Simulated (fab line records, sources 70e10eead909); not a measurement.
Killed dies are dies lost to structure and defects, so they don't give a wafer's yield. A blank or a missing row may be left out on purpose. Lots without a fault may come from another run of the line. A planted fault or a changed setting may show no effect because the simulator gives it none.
Which tool did it? | flow nand_harc | 6 lots, 18 wafers sampled, at 3 steps of a route of 1302

WHAT THE GAUGES READ, wafer by wafer
NHARC_P_GATE_CD_MEAS_11: target cd 1640 nm.
lot  | measured     | on        | cd_nm (nm)
L544 | day 5 07:22  | cd_sem-01 | 1634.6 1639.8 1637.1
L546 | day 5 20:57  | cd_sem-02 | 1640.0 1639.5 1639.8
L549 | day 7 07:46  | cd_sem-03 | 1637.7 1636.2 1637.2
L559 | day 11 06:59 | cd_sem-02 | 1638.7 1638.5 1638.3
L561 | day 12 09:18 | cd_sem-03 | 1640.2 1637.6 1639.8
L564 | day 13 19:22 | cd_sem-03 | 1641.0 1637.9 1642.3

WHICH TOOL RAN EACH LOT (tool, then ch and the chambers of the sampled wafers, then the start)
lot  | NHARC_P_ZERO_WELL_ETCH_65          | NHARC_P_GATE_EXPOSE_08
L544 | rie_diel-03 ch 0,1, day 2 17:34    | krf_scanner-02 ch 0, day 5 07:13
L546 | rie_diel-11 ch 0,2,3, day 3 13:23  | krf_scanner-01 ch 0, day 5 20:47
L549 | rie_diel-03 ch 0,1,3, day 4 19:30  | krf_scanner-01 ch 0, day 7 07:37
L559 | rie_diel-11 ch 0,2,3, day 8 23:42  | krf_scanner-02 ch 0, day 11 06:50
L561 | rie_diel-03 ch 0,2,3, day 9 19:31  | krf_scanner-01 ch 0, day 12 09:10
L564 | rie_diel-13 ch 0,1,3, day 11 01:31 | krf_scanner-02 ch 0, day 13 19:13
- NHARC_P_ZERO_WELL_ETCH_65: etches the open film in N2/H2, target depth 80 nm, overetch 24 nm, time 87.88 s.
- NHARC_P_GATE_EXPOSE_08: exposes mask P HV.

THE ANSWER, worked out from the rows above alone
Rule: what is usual is taken from the lots themselves. Put in order of their means at a reading, lots are off if they are a third of the lots or fewer, leave a main group of 4 or more, and stand apart from it by a gap of 3 or more times the standard deviation of the main group's means; of several such gaps the widest counts. A main group whose means are all the same, to the digits that the tables above print for the reading, isn't used. A lot without any number at a reading at which 4 lots or more have one is off too. The other lots that the step has rows for count as sound.
No lot is off at any reading shown: from this, nothing can be told.

WHAT THE SIMULATOR HAD PUT IN
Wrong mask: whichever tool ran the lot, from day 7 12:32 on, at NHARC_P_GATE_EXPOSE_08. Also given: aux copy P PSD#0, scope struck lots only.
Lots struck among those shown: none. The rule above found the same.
